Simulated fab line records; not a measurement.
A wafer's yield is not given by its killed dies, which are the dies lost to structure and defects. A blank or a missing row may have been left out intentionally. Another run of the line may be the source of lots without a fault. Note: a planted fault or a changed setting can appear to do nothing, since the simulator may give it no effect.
fab line records :: flow n5Finfet
record
  lots=7
  wafers=39
route steps=1938 shown BEOL_M13@1706 MIM_BOT_ETCH@1868
startH: the number of hours between the record's first day and the start of the first shown wafer of the lot :: waitH: hours elapsed since this lot's preceding step :: " as in the row above :: L1.1+2: a single row standing in for several wafers :: - no value present, or no start provided :: * or withheld: withheld :: < > ~ a bound
route shown NAME@n: names a module that has steps shown in the file, with the first one's number in the route :: usual: mean/standard deviation of fault-free wafers :: same: alike in all rows :: chamber/n: place in a boat :: sites: readings site by site :: _std_site: standard deviation of those values :: _edge_site: outer sites' mean less inner sites' :: radiusMm: for every site, how far away it sits from the centre of the wafer :: mask NAME#n: copy n :: behind: the most recent tool/chamber to have shaped the wafer :: hold: reason for holding the lot/hours on hold/outcome of the hold :: device: the transistor (n, p or np) that didn't switch :: end of line: tests run on the same wafers once the route is complete :: step lacking rows: just its recipe :: killed: not the wafer's yield, but the dies lost to structure and defects at the first sort :: map: a wafer's dies, x killed, . not, _ none there
set.NAME: the run value of the setting; set.NAME@STEP: its run value at that earlier step :: model.NAME: the simulator's own value behind a step, which no gauge read
one table per step and one row per wafer, for lots whose settings were changed on purpose
## steps
# step N5_BEOL_M13_SPUTTER_44
# recipe
  material=Ta
  targetThkA=100
  tempC=50
  biasV=80
  powerW=15000
  chamberPressurePa=0.07
  timeS=16.13
lot.wafer: L078.2+4+6
tool: pvdSputter-01
chamber: -
startH: 263.19
waitH: 0.0
set.targetThkA: 100
model.Ta_of_BEOL_M13_SPUTTER_44.thkNm: 10

lot.wafer: L079.1+5
tool: pvdSputter-01
chamber: -
startH: 272.45
waitH: 0.0
set.targetThkA: 100
model.Ta_of_BEOL_M13_SPUTTER_44.thkNm: 10.2

lot.wafer: L079.2
tool: pvdSputter-01
chamber: -
startH: 272.45
waitH: 0.0
set.targetThkA: 78.79
model.Ta_of_BEOL_M13_SPUTTER_44.thkNm: 7.8

lot.wafer: L079.3
tool: pvdSputter-01
chamber: -
startH: 272.45
waitH: 0.0
set.targetThkA: 100
model.Ta_of_BEOL_M13_SPUTTER_44.thkNm: 10

lot.wafer: L079.4+6
tool: pvdSputter-01
chamber: -
startH: 272.45
waitH: 0.0
set.targetThkA: 78.79
model.Ta_of_BEOL_M13_SPUTTER_44.thkNm: 8

lot.wafer: L086.1+5+6
tool: pvdSputter-02
chamber: -
startH: 323.92
waitH: 0.1
set.targetThkA: 62.16
model.Ta_of_BEOL_M13_SPUTTER_44.thkNm: 6.2

lot.wafer: L086.2+4
tool: pvdSputter-02
chamber: -
startH: 323.92
waitH: 0.1
set.targetThkA: 100
model.Ta_of_BEOL_M13_SPUTTER_44.thkNm: 10

lot.wafer: L086.3
tool: pvdSputter-02
chamber: -
startH: 323.92
waitH: 0.1
set.targetThkA: 100
model.Ta_of_BEOL_M13_SPUTTER_44.thkNm: 9.8

lot.wafer: L087.1
tool: pvdSputter-02
chamber: -
startH: 327.64
waitH: 0.0
set.targetThkA: 145.8
model.Ta_of_BEOL_M13_SPUTTER_44.thkNm: 14.6

lot.wafer: L087.2+6
tool: pvdSputter-02
chamber: -
startH: 327.64
waitH: 0.0
set.targetThkA: 145.8
model.Ta_of_BEOL_M13_SPUTTER_44.thkNm: 14.4

lot.wafer: L087.3+4
tool: pvdSputter-02
chamber: -
startH: 327.64
waitH: 0.0
set.targetThkA: 100
model.Ta_of_BEOL_M13_SPUTTER_44.thkNm: 10

lot.wafer: L087.5
tool: pvdSputter-02
chamber: -
startH: 327.64
waitH: 0.0
set.targetThkA: 100
model.Ta_of_BEOL_M13_SPUTTER_44.thkNm: 9.8

lot.wafer: L089.1+3+5
tool: pvdSputter-02
chamber: -
startH: 344.81
waitH: 0.0
set.targetThkA: 100
model.Ta_of_BEOL_M13_SPUTTER_44.thkNm: 10.2

lot.wafer: L089.2
tool: pvdSputter-02
chamber: -
startH: 344.81
waitH: 0.0
set.targetThkA: 100
model.Ta_of_BEOL_M13_SPUTTER_44.thkNm: 10

lot.wafer: L089.4+6
tool: pvdSputter-02
chamber: -
startH: 344.81
waitH: 0.0
set.targetThkA: 100
model.Ta_of_BEOL_M13_SPUTTER_44.thkNm: 9.8

lot.wafer: L093.1+3+4+5+6
tool: pvdSputter-01
chamber: -
startH: 361.98
waitH: 0.0
set.targetThkA: 100
model.Ta_of_BEOL_M13_SPUTTER_44.thkNm: 10

lot.wafer: L093.2
tool: pvdSputter-01
chamber: -
startH: 361.98
waitH: 0.0
set.targetThkA: 100
model.Ta_of_BEOL_M13_SPUTTER_44.thkNm: 10.2

lot.wafer: L096.1+2
tool: pvdSputter-03
chamber: -
startH: 386.83
waitH: 0.0
set.targetThkA: 100
model.Ta_of_BEOL_M13_SPUTTER_44.thkNm: 10

lot.wafer: L096.3
tool: pvdSputter-03
chamber: -
startH: 386.83
waitH: 0.0
set.targetThkA: 100
model.Ta_of_BEOL_M13_SPUTTER_44.thkNm: 9.8

lot.wafer: L096.4+5
tool: pvdSputter-03
chamber: -
startH: 386.83
waitH: 0.0
set.targetThkA: 51.65
model.Ta_of_BEOL_M13_SPUTTER_44.thkNm: 5.2

lot.wafer: L096.6
tool: pvdSputter-03
chamber: -
startH: 386.83
waitH: 0.0
set.targetThkA: 51.65
model.Ta_of_BEOL_M13_SPUTTER_44.thkNm: 5
# step N5_BEOL_M13_SPUTTER_45
# recipe
  material=Cu
  targetThkA=800
  tempC=-20
  biasV=60
  powerW=26000
  chamberPressurePa=0.13
  timeS=13.33
# step N5_BEOL_M13_ECD_47
# recipe
  material=Cu
  targetThkA=9360
# step N5_BEOL_M13_ANNEAL_48
# recipe
  tempC=225
  timeS=90
  ambient=N2
# step N5_BEOL_M13_CMP_49
# recipe
  stopOn=SiOC
  tOverpolishS=17.1
  downForcePsi=1
  platenRpm=50
  clearingPlatenDownForcePsi=1.5
  clearingPlatenRpm=50
  postCmpClean=cuAlkaline
  targetThkNm=420
  clearingPlatenPadVelocityMS=0.99484
  padVelocityMS=0.99484
# usual
  barrierFieldEndpointS=30.1/0.69
lot.wafer: L078.4
tool: cmp-03
chamber: 1
startH: 263.84
waitH: 0.1
set.targetThkA@BEOL_M13_SPUTTER_44: 100
barrierFieldEndpointS: 31.2

lot.wafer: L078.2
tool: cmp-03
chamber: 3
startH: 263.84
waitH: 0.1
set.targetThkA@BEOL_M13_SPUTTER_44: 100
barrierFieldEndpointS: 30.8

lot.wafer: L078.6
tool: cmp-03
chamber: 2
startH: 263.84
waitH: 0.1
set.targetThkA@BEOL_M13_SPUTTER_44: 100
barrierFieldEndpointS: 29.0

lot.wafer: L079.1
tool: cmp-03
chamber: 3
startH: 273.48
waitH: 0.3
set.targetThkA@BEOL_M13_SPUTTER_44: 100
barrierFieldEndpointS: 30.7

lot.wafer: L079.3
tool: cmp-03
chamber: 0
startH: 273.48
waitH: 0.3
set.targetThkA@BEOL_M13_SPUTTER_44: 100
barrierFieldEndpointS: 31.1

lot.wafer: L079.4
tool: cmp-03
chamber: 1
startH: 273.48
waitH: 0.3
set.targetThkA@BEOL_M13_SPUTTER_44: 78.79
barrierFieldEndpointS: 28.5

lot.wafer: L079.2
tool: cmp-03
chamber: 2
startH: 273.48
waitH: 0.3
set.targetThkA@BEOL_M13_SPUTTER_44: 78.79
barrierFieldEndpointS: 27.3

lot.wafer: L079.6
tool: cmp-03
chamber: 3
startH: 273.48
waitH: 0.3
set.targetThkA@BEOL_M13_SPUTTER_44: 78.79
barrierFieldEndpointS: 28.7

lot.wafer: L079.5
tool: cmp-03
chamber: 0
startH: 273.48
waitH: 0.3
set.targetThkA@BEOL_M13_SPUTTER_44: 100
barrierFieldEndpointS: 30.7

lot.wafer: L086.1
tool: cmp-03
chamber: 2
startH: 324.74
waitH: 0.3
set.targetThkA@BEOL_M13_SPUTTER_44: 62.16
barrierFieldEndpointS: 25.3

lot.wafer: L086.3
tool: cmp-03
chamber: 3
startH: 324.74
waitH: 0.3
set.targetThkA@BEOL_M13_SPUTTER_44: 100
barrierFieldEndpointS: 31.0

lot.wafer: L086.4
tool: cmp-03
chamber: 0
startH: 324.74
waitH: 0.3
set.targetThkA@BEOL_M13_SPUTTER_44: 100
barrierFieldEndpointS: 30.8

lot.wafer: L086.2
tool: cmp-03
chamber: 1
startH: 324.74
waitH: 0.3
set.targetThkA@BEOL_M13_SPUTTER_44: 100
barrierFieldEndpointS: 30.8

lot.wafer: L086.6
tool: cmp-03
chamber: 2
startH: 324.74
waitH: 0.3
set.targetThkA@BEOL_M13_SPUTTER_44: 62.16
barrierFieldEndpointS: 25.2

lot.wafer: L086.5
tool: cmp-03
chamber: 3
startH: 324.74
waitH: 0.3
set.targetThkA@BEOL_M13_SPUTTER_44: 62.16
barrierFieldEndpointS: 25.8

lot.wafer: L087.3
tool: cmp-01
chamber: 0
startH: 328.43
waitH: 0.2
set.targetThkA@BEOL_M13_SPUTTER_44: 100
barrierFieldEndpointS: 29.8

lot.wafer: L087.2
tool: cmp-01
chamber: 1
startH: 328.43
waitH: 0.2
set.targetThkA@BEOL_M13_SPUTTER_44: 145.8
barrierFieldEndpointS: 34.9

lot.wafer: L087.1
tool: cmp-01
chamber: 2
startH: 328.43
waitH: 0.2
set.targetThkA@BEOL_M13_SPUTTER_44: 145.8
barrierFieldEndpointS: 35.4

lot.wafer: L087.4
tool: cmp-01
chamber: 3
startH: 328.43
waitH: 0.2
set.targetThkA@BEOL_M13_SPUTTER_44: 100
barrierFieldEndpointS: 30.2

lot.wafer: L087.6
tool: cmp-01
chamber: 0
startH: 328.43
waitH: 0.2
set.targetThkA@BEOL_M13_SPUTTER_44: 145.8
barrierFieldEndpointS: 34.9

lot.wafer: L087.5
tool: cmp-01
chamber: 1
startH: 328.43
waitH: 0.2
set.targetThkA@BEOL_M13_SPUTTER_44: 100
barrierFieldEndpointS: 28.9

lot.wafer: L089.4
tool: cmp-04
chamber: 2
startH: 345.47
waitH: 0.1
set.targetThkA@BEOL_M13_SPUTTER_44: 100
barrierFieldEndpointS: 29.4

lot.wafer: L089.3
tool: cmp-04
chamber: 3
startH: 345.47
waitH: 0.1
set.targetThkA@BEOL_M13_SPUTTER_44: 100
barrierFieldEndpointS: 30.0

lot.wafer: L089.1
tool: cmp-04
chamber: 0
startH: 345.47
waitH: 0.1
set.targetThkA@BEOL_M13_SPUTTER_44: 100
barrierFieldEndpointS: 29.9

lot.wafer: L089.2
tool: cmp-04
chamber: 1
startH: 345.47
waitH: 0.1
set.targetThkA@BEOL_M13_SPUTTER_44: 100
barrierFieldEndpointS: 30.1

lot.wafer: L089.6
tool: cmp-04
chamber: 2
startH: 345.47
waitH: 0.1
set.targetThkA@BEOL_M13_SPUTTER_44: 100
barrierFieldEndpointS: 30.4

lot.wafer: L089.5
tool: cmp-04
chamber: 3
startH: 345.47
waitH: 0.1
set.targetThkA@BEOL_M13_SPUTTER_44: 100
barrierFieldEndpointS: 29.8

lot.wafer: L093.2
tool: cmp-04
chamber: 0
startH: 363.67
waitH: 0.2
set.targetThkA@BEOL_M13_SPUTTER_44: 100
barrierFieldEndpointS: 31.1

lot.wafer: L093.3
tool: cmp-04
chamber: 1
startH: 363.67
waitH: 0.2
set.targetThkA@BEOL_M13_SPUTTER_44: 100
barrierFieldEndpointS: 31.0

lot.wafer: L093.4
tool: cmp-04
chamber: 2
startH: 363.67
waitH: 0.2
set.targetThkA@BEOL_M13_SPUTTER_44: 100
barrierFieldEndpointS: 31.2

lot.wafer: L093.1
tool: cmp-04
chamber: 3
startH: 363.67
waitH: 0.2
set.targetThkA@BEOL_M13_SPUTTER_44: 100
barrierFieldEndpointS: 30.4

lot.wafer: L093.5
tool: cmp-04
chamber: 0
startH: 363.67
waitH: 0.2
set.targetThkA@BEOL_M13_SPUTTER_44: 100
barrierFieldEndpointS: 30.1

lot.wafer: L093.6
tool: cmp-04
chamber: 1
startH: 363.67
waitH: 0.2
set.targetThkA@BEOL_M13_SPUTTER_44: 100
barrierFieldEndpointS: 30.8

lot.wafer: L096.1
tool: cmp-01
chamber: 2
startH: 387.64
waitH: 0.3
set.targetThkA@BEOL_M13_SPUTTER_44: 100
barrierFieldEndpointS: 29.2

lot.wafer: L096.2
tool: cmp-01
chamber: 3
startH: 387.64
waitH: 0.3
set.targetThkA@BEOL_M13_SPUTTER_44: 100
barrierFieldEndpointS: 30.2

lot.wafer: L096.3
tool: cmp-01
chamber: 0
startH: 387.64
waitH: 0.3
set.targetThkA@BEOL_M13_SPUTTER_44: 100
barrierFieldEndpointS: 29.0

lot.wafer: L096.4
tool: cmp-01
chamber: 1
startH: 387.64
waitH: 0.3
set.targetThkA@BEOL_M13_SPUTTER_44: 51.65
barrierFieldEndpointS: 23.4

lot.wafer: L096.5
tool: cmp-01
chamber: 2
startH: 387.64
waitH: 0.3
set.targetThkA@BEOL_M13_SPUTTER_44: 51.65
barrierFieldEndpointS: 24.0

lot.wafer: L096.6
tool: cmp-01
chamber: 3
startH: 387.64
waitH: 0.3
set.targetThkA@BEOL_M13_SPUTTER_44: 51.65
barrierFieldEndpointS: 24.0
# step N5_MIM_BOT_ETCH_ETCH_00
# recipe
  chemistry=Cl2/BCl3
  target=TiN
  targetDepthA=455
  ionEnergyEv=150
  pressureMtorr=10
  icpW=1000
  biasW=126
  Cl2_flow_sccm=53.25
  bcl3FlowSccm=21.75
  Ar_flow_sccm=25
lot.wafer: L078.2
tool: rieMetal-02
chamber: 1
startH: 283.73
waitH: 0.1
set.targetDepthA: 455
model.etch.depthNm: 46.81
model.MIM_BOT_ETCH.cdOffsetNm: -0.2

lot.wafer: L078.4
tool: rieMetal-02
chamber: 1
startH: 283.73
waitH: 0.1
set.targetDepthA: 455
model.etch.depthNm: 46.74
model.MIM_BOT_ETCH.cdOffsetNm: -0.2

lot.wafer: L078.6
tool: rieMetal-02
chamber: 1
startH: 283.73
waitH: 0.1
set.targetDepthA: 455
model.etch.depthNm: 46.39
model.MIM_BOT_ETCH.cdOffsetNm: 0

lot.wafer: L079.1
tool: rieMetal-01
chamber: 0
startH: 289.52
waitH: 0.1
set.targetDepthA: 187.4
model.etch.depthNm: 18.76
model.MIM_BOT_ETCH.cdOffsetNm: 1.6

lot.wafer: L079.2
tool: rieMetal-01
chamber: 1
startH: 289.52
waitH: 0.1
set.targetDepthA: 187.4
model.etch.depthNm: 18.41
model.MIM_BOT_ETCH.cdOffsetNm: 0.8

lot.wafer: L079.3
tool: rieMetal-01
chamber: 0
startH: 289.52
waitH: 0.1
set.targetDepthA: 187.4
model.etch.depthNm: 18.74
model.MIM_BOT_ETCH.cdOffsetNm: 1.4

lot.wafer: L079.4
tool: rieMetal-01
chamber: 1
startH: 289.52
waitH: 0.1
set.targetDepthA: 455
model.etch.depthNm: 44.96
model.MIM_BOT_ETCH.cdOffsetNm: -0.4

lot.wafer: L079.5
tool: rieMetal-01
chamber: 1
startH: 289.52
waitH: 0.1
set.targetDepthA: 455
model.etch.depthNm: 45
model.MIM_BOT_ETCH.cdOffsetNm: -0.8

lot.wafer: L079.6
tool: rieMetal-01
chamber: 0
startH: 289.52
waitH: 0.1
set.targetDepthA: 455
model.etch.depthNm: 45.62
model.MIM_BOT_ETCH.cdOffsetNm: 0.2

lot.wafer: L086.1
tool: rieMetal-01
chamber: 0
startH: 342.12
waitH: 0.1
set.targetDepthA: 652.4
model.etch.depthNm: 65.69
model.MIM_BOT_ETCH.cdOffsetNm: -0.8

lot.wafer: L086.2
tool: rieMetal-01
chamber: 1
startH: 342.12
waitH: 0.1
set.targetDepthA: 455
model.etch.depthNm: 45.3
model.MIM_BOT_ETCH.cdOffsetNm: -0.4

lot.wafer: L086.3
tool: rieMetal-01
chamber: 0
startH: 342.12
waitH: 0.1
set.targetDepthA: 455
model.etch.depthNm: 45.73
model.MIM_BOT_ETCH.cdOffsetNm: 0.2

lot.wafer: L086.4
tool: rieMetal-01
chamber: 1
startH: 342.12
waitH: 0.1
set.targetDepthA: 652.4
model.etch.depthNm: 65.39
model.MIM_BOT_ETCH.cdOffsetNm: -1

lot.wafer: L086.5
tool: rieMetal-01
chamber: 0
startH: 342.12
waitH: 0.1
set.targetDepthA: 455
model.etch.depthNm: 45.71
model.MIM_BOT_ETCH.cdOffsetNm: 0

lot.wafer: L086.6
tool: rieMetal-01
chamber: 1
startH: 342.12
waitH: 0.1
set.targetDepthA: 652.4
model.etch.depthNm: 64.88
model.MIM_BOT_ETCH.cdOffsetNm: -1

lot.wafer: L087.1
tool: rieMetal-01
chamber: 1
startH: 346.47
waitH: 0.1
set.targetDepthA: 576.7
model.etch.depthNm: 56.73
model.MIM_BOT_ETCH.cdOffsetNm: -0.8

lot.wafer: L087.2
tool: rieMetal-01
chamber: 0
startH: 346.47
waitH: 0.1
set.targetDepthA: 455
model.etch.depthNm: 45.81
model.MIM_BOT_ETCH.cdOffsetNm: 0.2

lot.wafer: L087.3
tool: rieMetal-01
chamber: 1
startH: 346.47
waitH: 0.1
set.targetDepthA: 455
model.etch.depthNm: 45.02
model.MIM_BOT_ETCH.cdOffsetNm: -0.2

lot.wafer: L087.4
tool: rieMetal-01
chamber: 0
startH: 346.47
waitH: 0.1
set.targetDepthA: 576.7
model.etch.depthNm: 57.49
model.MIM_BOT_ETCH.cdOffsetNm: -0.6

lot.wafer: L087.5
tool: rieMetal-01
chamber: 1
startH: 346.47
waitH: 0.1
set.targetDepthA: 576.7
model.etch.depthNm: 56.74
model.MIM_BOT_ETCH.cdOffsetNm: -0.8

lot.wafer: L087.6
tool: rieMetal-01
chamber: 0
startH: 346.47
waitH: 0.1
set.targetDepthA: 455
model.etch.depthNm: 45.71
model.MIM_BOT_ETCH.cdOffsetNm: 0

lot.wafer: L089.1
tool: rieMetal-01
chamber: 0
startH: 360.38
waitH: 0.1
set.targetDepthA: 455
model.etch.depthNm: 45.32
model.MIM_BOT_ETCH.cdOffsetNm: 0.4

lot.wafer: L089.2
tool: rieMetal-01
chamber: 0
startH: 360.38
waitH: 0.1
set.targetDepthA: 455
model.etch.depthNm: 45.35
model.MIM_BOT_ETCH.cdOffsetNm: 0.4

lot.wafer: L089.3
tool: rieMetal-01
chamber: 0
startH: 360.38
waitH: 0.1
set.targetDepthA: 618.3
model.etch.depthNm: 61.43
model.MIM_BOT_ETCH.cdOffsetNm: -0.6

lot.wafer: L089.4
tool: rieMetal-01
chamber: 0
startH: 360.38
waitH: 0.1
set.targetDepthA: 455
model.etch.depthNm: 45.42
model.MIM_BOT_ETCH.cdOffsetNm: 0.4

lot.wafer: L089.5
tool: rieMetal-01
chamber: 0
startH: 360.38
waitH: 0.1
set.targetDepthA: 618.3
model.etch.depthNm: 61.83
model.MIM_BOT_ETCH.cdOffsetNm: -0.4

lot.wafer: L089.6
tool: rieMetal-01
chamber: 0
startH: 360.38
waitH: 0.1
set.targetDepthA: 618.3
model.etch.depthNm: 61.76
model.MIM_BOT_ETCH.cdOffsetNm: -0.2

lot.wafer: L093.1
tool: rieMetal-02
chamber: 0
startH: 383.09
waitH: 0.1
set.targetDepthA: 214.8
model.etch.depthNm: 21.67
model.MIM_BOT_ETCH.cdOffsetNm: 0.2

lot.wafer: L093.2
tool: rieMetal-02
chamber: 1
startH: 383.09
waitH: 0.1
set.targetDepthA: 455
model.etch.depthNm: 46.18
model.MIM_BOT_ETCH.cdOffsetNm: -0.4

lot.wafer: L093.3
tool: rieMetal-02
chamber: 1
startH: 383.09
waitH: 0.1
set.targetDepthA: 214.8
model.etch.depthNm: 21.76
model.MIM_BOT_ETCH.cdOffsetNm: 0.4

lot.wafer: L093.4
tool: rieMetal-02
chamber: 0
startH: 383.09
waitH: 0.1
set.targetDepthA: 455
model.etch.depthNm: 45.92
model.MIM_BOT_ETCH.cdOffsetNm: -0.6

lot.wafer: L093.5
tool: rieMetal-02
chamber: 1
startH: 383.09
waitH: 0.1
set.targetDepthA: 214.8
model.etch.depthNm: 21.76
model.MIM_BOT_ETCH.cdOffsetNm: 0.8

lot.wafer: L093.6
tool: rieMetal-02
chamber: 0
startH: 383.09
waitH: 0.1
set.targetDepthA: 455
model.etch.depthNm: 45.86
model.MIM_BOT_ETCH.cdOffsetNm: -0.6

lot.wafer: L096.1
tool: rieMetal-03
chamber: 1
startH: 411.22
waitH: 0.1
set.targetDepthA: 455
model.etch.depthNm: 45.81
model.MIM_BOT_ETCH.cdOffsetNm: -0.2

lot.wafer: L096.2
tool: rieMetal-03
chamber: 0
startH: 411.22
waitH: 0.1
set.targetDepthA: 455
model.etch.depthNm: 46.81
model.MIM_BOT_ETCH.cdOffsetNm: -0.6

lot.wafer: L096.3
tool: rieMetal-03
chamber: 0
startH: 411.22
waitH: 0.1
set.targetDepthA: 558.3
model.etch.depthNm: 57.53
model.MIM_BOT_ETCH.cdOffsetNm: -1

lot.wafer: L096.4
tool: rieMetal-03
chamber: 1
startH: 411.22
waitH: 0.1
set.targetDepthA: 558.3
model.etch.depthNm: 56.46
model.MIM_BOT_ETCH.cdOffsetNm: -0.2

lot.wafer: L096.5
tool: rieMetal-03
chamber: 1
startH: 411.22
waitH: 0.1
set.targetDepthA: 558.3
model.etch.depthNm: 56.48
model.MIM_BOT_ETCH.cdOffsetNm: -0.4

lot.wafer: L096.6
tool: rieMetal-03
chamber: 0
startH: 411.22
waitH: 0.1
set.targetDepthA: 455
model.etch.depthNm: 46.98
model.MIM_BOT_ETCH.cdOffsetNm: -0.4
## key
split
  step=N5_BEOL_M13_SPUTTER_44
  setting=targetThkA
  stated=100
  by=wafer
response
  step=N5_BEOL_M13_SPUTTER_44
  reading=model.Ta_of_BEOL_M13_SPUTTER_44.thkNm
  change=+0.0994
  per=1%
  r=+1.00
response
  step=N5_BEOL_M13_CMP_49
  reading=barrierFieldEndpointS
  change=+0.125
  per=1%
  r=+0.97
split
  step=N5_MIM_BOT_ETCH_ETCH_00
  setting=targetDepthA
  stated=455
  by=wafer
response
  step=N5_MIM_BOT_ETCH_ETCH_00
  reading=model.etch.depthNm
  change=+0.453
  per=1%
  r=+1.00
response
  step=N5_MIM_BOT_ETCH_ETCH_00
  reading=model.MIM_BOT_ETCH.cdOffsetNm
  change=-0.0222
  per=1%
  r=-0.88
